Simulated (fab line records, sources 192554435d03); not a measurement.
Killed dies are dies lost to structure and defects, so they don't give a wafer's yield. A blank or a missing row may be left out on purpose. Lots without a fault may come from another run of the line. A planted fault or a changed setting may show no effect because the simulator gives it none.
fab line records | flow n5_finfet
record lots=3 wafers=8 last_day=16
route steps=1938 shown FIN_SAQP@135 FIN_CUT@154 STI_FIN_REVEAL@196 BEOL_M4@1111 PASSIVATION@1936
lots that met no fault: from a run of the same line without faults
start_h: hours from the record's first day to the start of the lot's first wafer shown | wait_h: hours since the lot's step before | " the same as in the row above | L1.1+2: a row that stands for several wafers | - no value, or no start given | * or withheld: withheld | < > ~ a bound
route shown NAME@n: a module of which the file shows steps, and the number in the route of the first | usual: mean/standard deviation of fault-free wafers | same: alike in all rows | chamber/n: place in a boat | sites: the reading at each site | _std_site: their standard deviation | _edge_site: outer sites' mean less inner sites' | radius_mm: how far each site lies from the wafer's centre | mask NAME#n: copy n | behind: the tool/chamber that last shaped the wafer | hold: why the lot was held/for how many hours/how that ended | device: the transistor (n, p or np) that didn't switch | end of line: the same wafers' tests at the end of the route | a step without rows: its recipe alone | killed: dies lost to structure and defects at the first sort, not the wafer's yield | map: a wafer's dies, x killed, . not, _ none there
set.NAME: the setting as run; set.NAME@STEP: as run at that earlier step | model.NAME: the simulator's own value behind a step, which no gauge read
lots at some steps of the route; a table a step, a row a wafer
services: from which hour (start_h, from the record's first day; less than 0 if before it) a tool's chamber was out of use, for how many hours, and why
## steps
# step N5_FIN_SAQP_ETCH_67
# recipe chemistry=CH3F/O2 target=SiNx target_depth_a=300 mask_material=SOC pressure_mtorr=30 source_w=395 bias_w=73 Ar_flow_sccm=150 CH3F_flow_sccm=30 O2_flow_sccm=20 ion_energy_ev=120
# step N5_FIN_SAQP_STRIP_70
# recipe chemistry=N2/H2 power_w=500 temp_c=40 pressure_mtorr=50 rf_frequency_hz=6e+07 overash_fraction=0.3 bias_power_w=28 h2_frac=0.5 n2_flow_sccm=300 h2_flow_sccm=300
# step N5_FIN_SAQP_RECESS_71
# recipe chemistry=HF/NH3 target=SiO2 target_depth_a=30 afs_cycles=1 temp_c=30 sublimation_temp_c=180 sublimation_time_s=60
# step N5_FIN_SAQP_SPACER2_ALD_28
# recipe material=SiO2 target_thk_a=81 temp_c=300 ald_precursor_family=BDEAS ald_co_reactant=O2-plasma pulse_time_s=1 purge_time_s=2 co_reactant_purge_time_s=2 pressure_torr=2
# step N5_FIN_SAQP_SPACER2_ETCHBACK_29
# recipe chemistry=CHF3/O2 mode=anisotropic_etchback target=SiO2 target_depth_a=122 time_s=6.1 pressure_mtorr=30 source_w=650 bias_w=170 Ar_flow_sccm=200 CHF3_flow_sccm=50 O2_flow_sccm=5 ion_energy_ev=200
# step N5_FIN_SAQP_MANDREL2_REMOVE_60
# recipe chemistry=HBr/Cl2/O2 bt_time_s=10 target=a-Si stop_on=SiNx endpoint=OES-SiCl over_etch_frac=1 icp_w=600 bias_w=22 HBr_flow_sccm=150 Cl2_flow_sccm=80 O2_flow_sccm=5 pressure_mtorr=10
# step N5_FIN_SAQP_HM_OPEN_33
# recipe chemistry=CH3F/O2 target=SiNx mask_material=SiO2 target_depth_a=494 time_s=70.6 pressure_mtorr=30 source_w=395 bias_w=73 Ar_flow_sccm=150 CH3F_flow_sccm=30 O2_flow_sccm=20 ion_energy_ev=120 ends=cleared
# step N5_FIN_SAQP_ETCH_34
# recipe chemistry=C4F6/O2 target=SiO2 target_depth_a=450 time_s=15 ion_energy_ev=250 pressure_mtorr=30 source_w=345 bias_w=185 Ar_flow_sccm=300 C4F6_flow_sccm=10 O2_flow_sccm=10 ends=cleared
# step N5_FIN_SAQP_STRIP_77
# recipe chemistry=N2/H2 time_s=90 power_w=100 temp_c=40 pressure_mtorr=100 rf_frequency_hz=6e+07 bias_power_w=3 n2_flow_sccm=300 h2_flow_sccm=300
# step N5_FIN_SAQP_ETCH_64
# recipe chemistry=CF4 target=SiO2 target_depth_a=15 ion_energy_ev=350 pressure_mtorr=10 icp_w=800 bias_w=400 cf4_flow_sccm=80
# step N5_FIN_SAQP_FIN_ETCH_36
# recipe chemistry=HBr/Cl2/O2 target_depth_a=1200 mask_material=SiNx time_s=50.4 bias_w=102 pressure_mtorr=10 icp_w=800 HBr_flow_sccm=150 Cl2_flow_sccm=80 O2_flow_sccm=12
# usual drypump_motor_current_A=5.8/0.41 oes_product_au=1.014/0.026 throttle_valve_pct=36.1/0.43
# columns lot.wafer tool chamber start_h wait_h drypump_motor_current_A oes_product_au rf_hours_counter_h throttle_valve_pct model.FIN_SAQP.feature_depth_nm model.etch.depth_nm model.SiNx_of_FIN_SAQP_HM_DEP_03.thk_nm
L567.2 rie_si-03 3 73.37 0.0 6.2 1.020 181 35.5 122.4 122.4 20.4
L567.5 " 0 " " 6.1 0.954 - 36.2 114.2 114.2 21.6
L567.6 " 1 " " 5.8 1.020 - 35.8 120.8 120.9 21.6
L569.2 rie_si-04 3 85.36 0.0 5.4 0.881 97 36.7 99 99.04 22.4
L569.5 " 2 " " 5.7 1.037 - 35.9 124.8 124.7 20.4
L579.1 rie_si-04 2 145.63 0.0 5.8 1.054 100 35.8 126 126.1 19.4
L579.4 " 0 " " 5.7 1.015 68 35.7 120.4 120.4 20.6
L579.6 " 3 " " 5.4 1.027 - 36.4 124.8 124.9 20.6
# step N5_FIN_SAQP_PRECLEAN_38
# recipe chemistry=O3/DIW time_s=45 temp_c=22 o3_ppm=10
# step N5_FIN_SAQP_PRECLEAN_45
# recipe chemistry=dHF time_s=10 dilution=500:1 temp_c=25
# step N5_FIN_SAQP_SRD_39
# recipe dry=ipa_marangoni time_s=30 temp_c=23 rinse_liquid=diw
# step N5_FIN_SAQP_OCD_MEAS_76
# usual trench_depth_nm=121/3.5
# columns lot.wafer tool chamber start_h wait_h trench_depth_nm
L567.2 ocd-02 - 73.59 0.0 122
L567.5 " - " " 114
L567.6 " - " " 121
L569.2 ocd-02 - 85.58 0.0 99
L569.5 " - " " 124
L579.1 ocd-02 - 145.85 0.0 126
L579.4 " - " " 121
L579.6 " - " " 125
# step N5_FIN_CUT_COAT_18
# recipe resist=SOC temp_c=250 time_s=60 spin_rpm=1500 resist_thk_nm=230
# step N5_FIN_CUT_COAT_19
# recipe resist=SiARC temp_c=220 time_s=60 spin_rpm=1500 resist_thk_nm=20
# step N5_FIN_CUT_COAT_29
# recipe resist=underlayer temp_c=205 time_s=60 spin_rpm=1500 resist_thk_nm=10
# step N5_FIN_CUT_COAT_02
# recipe resist=CAR-EUV spin_rpm=1500 resist_thk_nm=30
# step N5_FIN_CUT_EBR_04
# recipe solvent=PGMEA ebr_width_mm=1.5
# step N5_FIN_CUT_SOFTBAKE_03
# recipe temp_c=110 time_s=60 resist=CAR-EUV
# step N5_FIN_CUT_EXPOSE_05
# recipe mask_id=FIN_CUT na=0.33 source_shape=annular sigma_inner=0.35 sigma_outer=0.8 polarization=unpolarized dose_mj=45.75
# step N5_FIN_CUT_PEB_06
# recipe peb_temp_c=100 peb_time_s=60 resist=CAR-EUV
# step N5_FIN_CUT_DEVELOP_07
# recipe develop_time_s=30 developer=TMAH resist=CAR-EUV rinse_liquid=surfactant_rinse dry=air_spin dev_temp_c=23
# step N5_FIN_CUT_DESCUM_13
# recipe chemistry=O2 time_s=7 source_power_w=50 bias_power_w=20 pressure_mtorr=20 rf_frequency_hz=2.712e+07 temp_c=40 resist=CAR-EUV o2_flow_sccm=225
# step N5_FIN_CUT_ETCH_30
# recipe chemistry=N2/H2 target=underlayer target_depth_a=130 mask_material=CAR-EUV time_s=10.4 ion_energy_ev=200 pressure_mtorr=30 source_w=840 bias_w=150 n2_flow_sccm=200 h2_flow_sccm=200 ends=cleared
# step N5_FIN_CUT_ETCH_20
# recipe chemistry=CF4 target=SiARC target_depth_a=260 mask_material=CAR-EUV time_s=43.3 ion_energy_ev=80 pressure_mtorr=40 source_w=545 bias_w=36 Ar_flow_sccm=100 cf4_flow_sccm=100 ends=cleared
# step N5_FIN_CUT_ETCH_21
# recipe chemistry=N2/H2 target=SOC target_depth_a=2190 overetch_a=438 mask_material=SiARC temp_c=40 ion_energy_ev=100 bias_w=61 time_s=523.5 pressure_mtorr=30 source_w=850 n2_flow_sccm=200 h2_flow_sccm=200
# step N5_FIN_CUT_STRIP_23
# recipe chemistry=N2/H2 temp_c=40 n2_flow_sccm=200 h2_flow_sccm=200 rf_frequency_hz=6e+07
# step N5_FIN_CUT_STRIP_31
# recipe chemistry=N2/H2 temp_c=40 n2_flow_sccm=200 h2_flow_sccm=200 rf_frequency_hz=6e+07
# step N5_FIN_CUT_STRIP_24
# recipe chemistry=CF4 resist=SiARC power_w=300 bias_power_w=75 pressure_mtorr=50 cf4_flow_sccm=150 rf_frequency_hz=6e+07
# step N5_FIN_CUT_CUT_ETCH_26
# recipe chemistry=CH3F/O2 target=SiNx target_depth_a=390 mask_material=SOC time_s=55.7 pressure_mtorr=30 source_w=395 bias_w=73 Ar_flow_sccm=150 CH3F_flow_sccm=30 O2_flow_sccm=20 ion_energy_ev=120
# step N5_FIN_CUT_CUT_ETCH_27
# recipe chemistry=CHF3/O2 target=SiO2 target_depth_a=40 mask_material=SOC overetch_a=20 time_s=4.9 pressure_mtorr=30 source_w=650 bias_w=170 Ar_flow_sccm=200 CHF3_flow_sccm=50 O2_flow_sccm=5 ion_energy_ev=200
# step N5_FIN_CUT_PRECLEAN_35
# recipe time_s=13.3 temp_c=45 pressure_torr=125 p_hf_torr=3 p_coreactant_torr=25 chemistry=vHF
# step N5_FIN_CUT_CUT_ETCH_15
# recipe chemistry=HBr/Cl2/O2 target=Si target_depth_a=1000 bt_time_s=10 mask_material=SOC time_s=42.4 ion_energy_ev=* bias_w=* pressure_mtorr=10 icp_w=800 HBr_flow_sccm=150 Cl2_flow_sccm=80 O2_flow_sccm=12
# step N5_STI_FIN_REVEAL_RECESS_09
# recipe chemistry=HF/NH3 target=SiO2 afs_cycles=11 target_depth_a=425 temp_c=30 sublimation_temp_c=180 sublimation_time_s=60
# usual drypump_motor_current_A=5.58/0.28
# same afs_cycles=11
# columns lot.wafer tool chamber start_h wait_h drypump_motor_current_A model.SiNx_of_FIN_SAQP_HM_DEP_03.thk_nm
L567.2 vapor_etch-01 0 81.20 0.0 5.58 17.6
L567.5 " 1 82.26 1.1 5.70 18.6
L567.6 " 0 " " 5.57 18.8
L569.2 vapor_etch-02 1 98.09 0.0 5.18 19.4
L569.5 " 0 99.15 1.1 5.90 17.4
L579.1 vapor_etch-02 1 154.31 0.0 5.19 16.6
L579.4 " 1 " " 5.22 17.6
L579.6 " 0 " " 5.91 17.6
# step N5_BEOL_M4_RC_MEAS_101
# usual DIBL_N=36.0/2 DIBL_P=35.9/2.5 IOFF_N=0.16/0.038 IOFF_P=0.21/0.04 ION_N=675/14 ION_P=462/9.4 SS_N=71.5/0.75 SS_P=73.2/0.74 VT_N=250/3.9 VT_P=-251/3.2
# columns lot.wafer tool chamber start_h wait_h DIBL_N[mV/V] DIBL_P[mV/V] IOFF_N[nA/um] IOFF_P[nA/um] ION_N[uA/um] ION_P[uA/um] SS_N[mV/dec] SS_P[mV/dec] VT_N[mV] VT_P[mV]
L567.2 prober-02 0 212.50 0.2 39.8 37.9 0.24 0.31 702 481 72.4 73.9 243 -243
L567.5 " 0 " " 39.0 38.8 0.23 0.35 714 496 71.3 73.9 244 -241
L567.6 " 0 " " 32.1 29.1 0.09 0.15 659 465 70.7 71.1 257 -249
L569.2 prober-02 0 229.39 0.2 37.9 38.2 0.22 0.23 694 470 72.0 73.6 243 -248
L569.5 " 0 " " 33.3 34.3 0.12 0.18 669 461 70.8 72.6 251 -252
L579.1 prober-01 0 276.56 0.0 35.5 36.7 0.14 0.21 681 474 70.7 73.0 253 -249
L579.4 " 0 " " 36.1 37.4 0.15 0.21 677 469 71.4 73.4 250 -250
L579.6 " 0 " " 34.8 36.1 0.13 0.19 671 464 71.2 73.0 255 -250
# step N5_PASSIVATION_PROBE_49
# usual defect_limited_yield=91.3/1.5 killed_at_M0_to_M3=33/12 killed_at_M4_up=15/5.2 killed_at_contacts=12/5.1 killed_at_front_end=39/11 killed_at_other=5/3.6 killed_dies=103/18 killed_open=67/13 killed_short=33/7.8 sort_bin_5_function=5.1/0.96 sort_bin_6_memory=3.2/0.71 sort_n_pass=1077/18 sort_yield_pct=91.3/1.5
# same gross_dies=1180 killed_at_back_side=0 sort_bin_4_leakage[%]=0 sort_bin_8_speed[%]=0
# columns lot.wafer tool chamber start_h wait_h defect_limited_yield[%] killed_at_M0_to_M3 killed_at_M4_up killed_at_contacts killed_at_front_end killed_at_other killed_dies killed_open killed_short sort_bin_5_function[%] sort_bin_6_memory[%] sort_n_pass sort_yield_pct[%]
L569.2 prober-02 - 327.95 0.1 89.3 61 8 13 43 1 126 76 35 5.7 3.5 1054 89.3
# killed by level:class
L569.2 BEOL_M0_SAQP:geometric_particle:open=14 HKMG_FIN:area_etch=14 BEOL_M0_SAQP:geometric_particle:short=12 BEOL_M3:geometric_particle:open=10 MOL_CONTACT_COAG:geometric_particle:open=9 BEOL_M1:geometric_particle:open=7 FIN_SAQP:geometric_particle:open=6 STI_FIN_REVEAL:geometric_particle:open=6
## services
# columns tool chamber start_h hours kind
vapor_etch-01 - 67.59 0.8 repair
vapor_etch-02 0 75.10 0.7 repair
vapor_etch-01 - 78.54 0.8 repair
vapor_etch-01 - 86.88 14.6 pm
rie_si-03 - 101.71 0.5 repair
rie_si-03 1 149.80 2.6 repair
## key
first_sign step=N5_FIN_SAQP_FIN_ETCH_36 reading=oes_product_au direction=down sigmas=5.2 usual=1.014 struck=0.881
effect step=N5_FIN_SAQP_OCD_MEAS_76 reading=trench_depth_nm direction=down sigmas=6.3 usual=121 struck=99
model_effect step=N5_FIN_SAQP_FIN_ETCH_36 value=FIN_SAQP.feature_depth_nm without=123.2 struck=99
model_effect step=N5_STI_FIN_REVEAL_RECESS_09 value=SiNx_of_FIN_SAQP_HM_DEP_03.thk_nm without=17.2 struck=19.4
met_at N5_FIN_SAQP_FIN_ETCH_36
struck_wafers L569.2
baseline_loss step=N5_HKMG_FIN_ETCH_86 wafers=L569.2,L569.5
fault kind=process_parameter_drift tool=rie_si-04 chamber=- onset_h=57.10 steps=N5_FIN_SAQP_FIN_ETCH_36 channel=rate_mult offset=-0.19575 shape=step end_h=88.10 scope=struck_wafers_only
# baseline_loss: these wafers lose ten dies or more at that step, a loss of the line's own and not of a fault; the sort's usual values leave them out
